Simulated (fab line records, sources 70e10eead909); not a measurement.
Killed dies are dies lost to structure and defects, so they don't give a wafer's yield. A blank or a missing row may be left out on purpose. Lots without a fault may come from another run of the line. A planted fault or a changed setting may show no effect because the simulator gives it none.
Chamber matching | flow nand_harc | NHARC_A_STAIRCASE_DESCUM_186 on rie_diel-04: 4 sister chambers
The step chemistry O2, time 3 s. 8 wafers are shown with their chamber, then 9 later ones without.

WAFERS WITH THEIR CHAMBER
wafer  | chamber | showerhead_plenum_p_Torr (Torr) | drypump_motor_current_A (A)
L077.5 | 1       | 1.98                            | 6.8
L078.3 | 1       | 1.97                            | 6.7
L080.4 | 3       | 1.86                            | 6.0
L085.2 | 0       | 1.78                            | 6.0
L085.5 | 0       | 1.78                            | 6.0
L088.2 | 2       | 1.84                            | 6.3
L088.4 | 3       | 1.85                            | 6.0
L088.5 | 2       | 1.84                            | 6.3

WAFERS WITHOUT THEIR CHAMBER
wafer  | showerhead_plenum_p_Torr (Torr) | drypump_motor_current_A (A)
L094.1 | 1.83                            | 6.3
L094.2 | 2.07                            | 6.0
L094.4 | 1.85                            | 6.0
L093.1 | 2.07                            | 6.1
L093.4 | 1.85                            | 6.0
L093.6 | 2.07                            | 6.0
L097.1 | 2.07                            | 6.1
L097.4 | 1.83                            | 6.3
L097.5 | 2.07                            | 6.1

WHICH CHAMBER EACH WENT THROUGH
wafer  | from the rows above | in truth
L094.1 | 2                   | 2
L094.2 | 1                   | 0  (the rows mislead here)
L094.4 | 3                   | 3
L093.1 | 1                   | 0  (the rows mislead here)
L093.4 | 3                   | 3
L093.6 | 1                   | 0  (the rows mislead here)
L097.1 | 1                   | 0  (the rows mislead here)
L097.4 | 2                   | 2
L097.5 | 1                   | 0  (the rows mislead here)
Placed correctly: 4 of 9. Can't be placed from these rows: 0. Placed wrongly: 5.
How it was worked out, from the rows above alone: a wafer's distance from a chamber is the root of the sum, over the readings, of the square of ((its reading less the chamber's mean) divided by the reading's scatter). The wafer belongs to the nearest chamber; if the next one is less than 2 further off, it can't be placed. A chamber's mean is the mean of its shown wafers. The scatter: the root of (the sum of the squares of (reading less its chamber's mean) over the shown wafers, divided by (wafers less chambers)).
